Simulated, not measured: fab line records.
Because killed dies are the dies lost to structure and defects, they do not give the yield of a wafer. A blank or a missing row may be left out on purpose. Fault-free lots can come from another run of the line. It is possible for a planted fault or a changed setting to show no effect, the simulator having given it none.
Split-lot study / flow n5 finfet / on a route of 1938 steps: 7 lots, 39 wafers read

## ON THE SPLIT
At N5_BEOL_M8_TRENCH_ETCH_37 (etches SiCOH lowk in C4F6/O2, target depth 93.478 nm, time 31.2 s), the setting time s was moved away from the recipe's 31.2 s on 15 of the 39 wafers read, by -48.4% to +56.4%. All remaining wafers had this setting at the recipe value.

## FROM THE SPLIT TO THE READING: what the file shows between them, 8 steps
- N5_BEOL_M8_ETCH_41: etches SiCN in CH3F/O2, target depth 31.9 nm, time 57.8 s
- N5_BEOL_M8_STRIP_80: strips in N2/H2, time 10 s
- N5_BEOL_M8_OCD_MEAS_38
- N5_BEOL_M8_HM_STRIP_39: strips TiN in peroxide tin strip, target depth 25 nm, time 158 s
- N5_BEOL_M8_SRD_40: time 30 s
- N5_BEOL_M8_ECD_50: material Cu, target thk 300 nm
- N5_BEOL_M8_ANNEAL_51: time 90 s
- N5_BEOL_M8_CMP_52: polishes, stops on SiCOH lowk, t overpolish 6.9 s, target thk 80 nm

## THE READING
M8_THK, in nm, at N5_BEOL_M8_THK_MEAS_53 (measures by xrf). Typical for fault-free wafers on this fab line: 77.5 nm, with standard deviation 2.3 nm.

wafer=L080.1; tool, chamber at the split=rie diel-02, 2; time s as run, s=31.2; against the recipe=recipe; M8_THK, nm=76.2; against lot-mates on the recipe=-
wafer=L080.2; tool, chamber at the split=rie diel-02, 3; time s as run, s=31.2; against the recipe=recipe; M8_THK, nm=79.7; against lot-mates on the recipe=-
wafer=L080.3; tool, chamber at the split=rie diel-02, 1; time s as run, s=31.2; against the recipe=recipe; M8_THK, nm=77.7; against lot-mates on the recipe=-
wafer=L080.4; tool, chamber at the split=rie diel-02, 0; time s as run, s=31.2; against the recipe=recipe; M8_THK, nm=80.6; against lot-mates on the recipe=-
wafer=L080.5; tool, chamber at the split=rie diel-02, 2; time s as run, s=31.2; against the recipe=recipe; M8_THK, nm=77.3; against lot-mates on the recipe=-
wafer=L080.6; tool, chamber at the split=rie diel-02, 1; time s as run, s=31.2; against the recipe=recipe; M8_THK, nm=78.6; against lot-mates on the recipe=-
wafer=L081.1; tool, chamber at the split=rie diel-06, 3; time s as run, s=31.2; against the recipe=recipe; M8_THK, nm=75.4; against lot-mates on the recipe=-
wafer=L081.2; tool, chamber at the split=rie diel-06, 0; time s as run, s=31.2; against the recipe=recipe; M8_THK, nm=79.1; against lot-mates on the recipe=-
wafer=L081.3; tool, chamber at the split=rie diel-06, 2; time s as run, s=48.14; against the recipe=+54.3%; M8_THK, nm=125.1; against lot-mates on the recipe=+48.3
wafer=L081.4; tool, chamber at the split=rie diel-06, 3; time s as run, s=48.14; against the recipe=+54.3%; M8_THK, nm=124.9; against lot-mates on the recipe=+48.1
wafer=L081.5; tool, chamber at the split=rie diel-06, 0; time s as run, s=48.14; against the recipe=+54.3%; M8_THK, nm=130.6; against lot-mates on the recipe=+53.8
wafer=L081.6; tool, chamber at the split=rie diel-06, 2; time s as run, s=31.2; against the recipe=recipe; M8_THK, nm=76.0; against lot-mates on the recipe=-
wafer=L086.1; tool, chamber at the split=rie diel-05, 0; time s as run, s=48.79; against the recipe=+56.4%; M8_THK, nm=125.5; against lot-mates on the recipe=+50.0
wafer=L086.2; tool, chamber at the split=rie diel-05, 1; time s as run, s=31.2; against the recipe=recipe; M8_THK, nm=77.8; against lot-mates on the recipe=-
wafer=L086.3; tool, chamber at the split=rie diel-05, 2; time s as run, s=31.2; against the recipe=recipe; M8_THK, nm=74.4; against lot-mates on the recipe=-
wafer=L086.4; tool, chamber at the split=rie diel-05, 3; time s as run, s=48.79; against the recipe=+56.4%; M8_THK, nm=128.4; against lot-mates on the recipe=+52.9
wafer=L086.5; tool, chamber at the split=rie diel-05, 1; time s as run, s=48.79; against the recipe=+56.4%; M8_THK, nm=131.0; against lot-mates on the recipe=+55.5
wafer=L086.6; tool, chamber at the split=rie diel-05, 0; time s as run, s=31.2; against the recipe=recipe; M8_THK, nm=74.2; against lot-mates on the recipe=-
wafer=L087.1; tool, chamber at the split=rie diel-05, 3; time s as run, s=39.47; against the recipe=+26.5%; M8_THK, nm=99.0; against lot-mates on the recipe=+24.5
wafer=L087.2; tool, chamber at the split=rie diel-05, 0; time s as run, s=39.47; against the recipe=+26.5%; M8_THK, nm=95.8; against lot-mates on the recipe=+21.3
wafer=L087.3; tool, chamber at the split=rie diel-05, 2; time s as run, s=31.2; against the recipe=recipe; M8_THK, nm=74.2; against lot-mates on the recipe=-
wafer=L087.4; tool, chamber at the split=rie diel-05, 1; time s as run, s=39.47; against the recipe=+26.5%; M8_THK, nm=99.7; against lot-mates on the recipe=+25.2
wafer=L087.5; tool, chamber at the split=rie diel-05, 3; time s as run, s=31.2; against the recipe=recipe; M8_THK, nm=74.6; against lot-mates on the recipe=-
wafer=L087.6; tool, chamber at the split=rie diel-05, 0; time s as run, s=31.2; against the recipe=recipe; M8_THK, nm=74.8; against lot-mates on the recipe=-
wafer=L093.2; tool, chamber at the split=rie diel-06, 2; time s as run, s=31.2; against the recipe=recipe; M8_THK, nm=81.6; against lot-mates on the recipe=-
wafer=L093.4; tool, chamber at the split=rie diel-06, 3; time s as run, s=31.2; against the recipe=recipe; M8_THK, nm=81.3; against lot-mates on the recipe=-
wafer=L093.6; tool, chamber at the split=rie diel-06, 2; time s as run, s=31.2; against the recipe=recipe; M8_THK, nm=82.4; against lot-mates on the recipe=-
wafer=L092.1; tool, chamber at the split=rie diel-05, 1; time s as run, s=31.2; against the recipe=recipe; M8_THK, nm=77.5; against lot-mates on the recipe=-
wafer=L092.2; tool, chamber at the split=rie diel-05, 3; time s as run, s=31.2; against the recipe=recipe; M8_THK, nm=76.7; against lot-mates on the recipe=-
wafer=L092.3; tool, chamber at the split=rie diel-05, 2; time s as run, s=16.11; against the recipe=-48.4%; M8_THK, nm=32.3; against lot-mates on the recipe=-44.5
wafer=L092.4; tool, chamber at the split=rie diel-05, 0; time s as run, s=16.11; against the recipe=-48.4%; M8_THK, nm=31.6; against lot-mates on the recipe=-45.2
wafer=L092.5; tool, chamber at the split=rie diel-05, 3; time s as run, s=16.11; against the recipe=-48.4%; M8_THK, nm=31.5; against lot-mates on the recipe=-45.3
wafer=L092.6; tool, chamber at the split=rie diel-05, 0; time s as run, s=31.2; against the recipe=recipe; M8_THK, nm=76.2; against lot-mates on the recipe=-
wafer=L097.1; tool, chamber at the split=rie diel-06, 1; time s as run, s=31.2; against the recipe=recipe; M8_THK, nm=81.9; against lot-mates on the recipe=-
wafer=L097.2; tool, chamber at the split=rie diel-06, 2; time s as run, s=31.2; against the recipe=recipe; M8_THK, nm=80.1; against lot-mates on the recipe=-
wafer=L097.3; tool, chamber at the split=rie diel-06, 3; time s as run, s=19.39; against the recipe=-37.9%; M8_THK, nm=45.9; against lot-mates on the recipe=-34.8
wafer=L097.4; tool, chamber at the split=rie diel-06, 0; time s as run, s=19.39; against the recipe=-37.9%; M8_THK, nm=43.3; against lot-mates on the recipe=-37.4
wafer=L097.5; tool, chamber at the split=rie diel-06, 1; time s as run, s=19.39; against the recipe=-37.9%; M8_THK, nm=45.0; against lot-mates on the recipe=-35.7
wafer=L097.6; tool, chamber at the split=rie diel-06, 2; time s as run, s=31.2; against the recipe=recipe; M8_THK, nm=80.2; against lot-mates on the recipe=-

THE FIT
A straight line over all 39 wafers: M8_THK changes by +0.9 nm for each +1% of time s; r = +0.99; the points scatter about the line by 2.7 nm.
The same after taking each lot's own level away (the mean of its wafers on the recipe; 39 wafers): +0.931 nm for each +1%; r = +1.00; scatter 1.5 nm.
According to that fit, moving time s by its largest amount changes the reading by 52 nm.
The lots' own levels span 74.53 to 81.77 nm, that is 3.1 times the standard deviation above.
So the lot-to-lot level changes the slope little: the two slopes agree.
Check: with one of the wafers moved furthest among these (+56.4%) left out of the fit, the line predicts +52.6 nm for it against its lot-mates. Against them it came out at +50 nm.

## FURTHER SPLITS ON THESE WAFERS
Note: prior to the reading, these wafers also went through further splits. Each is held against what the fit with the lots' levels taken away leaves over:
other split on the same wafers=N5_BEOL_M7_HM_DEP_02 target thk a; wafers away from the commonest value=18; r with M8_THK (lot level and that fit taken away)=+0.18

## THE WHOLE CHAIN: every reading that the file lists as answering this split, in the file's order
step=N5_BEOL_M8_TRENCH_ETCH_37; what it does=etches SiCOH lowk in C4F6/O2, target depth 93.478 nm, time 31.2 s; reading=etch.depth nm (the simulator's own value, which no gauge read); change (the file's fit)=+0.93 nm for each +1% of the setting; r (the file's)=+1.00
step=N5_BEOL_M8_TRENCH_ETCH_37; what it does=etches SiCOH lowk in C4F6/O2, target depth 93.478 nm, time 31.2 s; reading=BEOL_M8.feature depth nm (the simulator's own value, which no gauge read); change (the file's fit)=+0.93 nm for each +1% of the setting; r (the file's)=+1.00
step=N5_BEOL_M8_TRENCH_ETCH_37; what it does=etches SiCOH lowk in C4F6/O2, target depth 93.478 nm, time 31.2 s; reading=TiN_of_BEOL_M8_HM_DEP_02.thk nm (the simulator's own value, which no gauge read); change (the file's fit)=-0.0271 nm for each +1% of the setting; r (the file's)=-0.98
step=N5_BEOL_M8_OCD_MEAS_38; what it does=; reading=trench depth nm; change (the file's fit)=+0.935 nm for each +1% of the setting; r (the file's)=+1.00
step=N5_BEOL_M8_CMP_52; what it does=polishes, stops on SiCOH lowk, t overpolish 6.9 s, target thk 80 nm; reading=Cu_of_BEOL_M8_ECD_50.thk nm (the simulator's own value, which no gauge read); change (the file's fit)=+0.942 nm for each +1% of the setting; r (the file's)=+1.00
step=N5_BEOL_M8_THK_MEAS_53; what it does=measures by xrf; reading=M8_THK; change (the file's fit)=+0.93 for each +1% of the setting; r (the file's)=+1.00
step=N5_BEOL_M8_RS_MEAS_57; what it does=measures by four-point-probe; reading=M8_RS; change (the file's fit)=not straight: 0.895 at the lowest setting, 0.290 at the recipe, 0.164 at the highest; r (the file's)=not given

## THE FILE'S OWN FIT
M8_THK changes by +0.93 nm for each +1% of time s, r = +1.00.
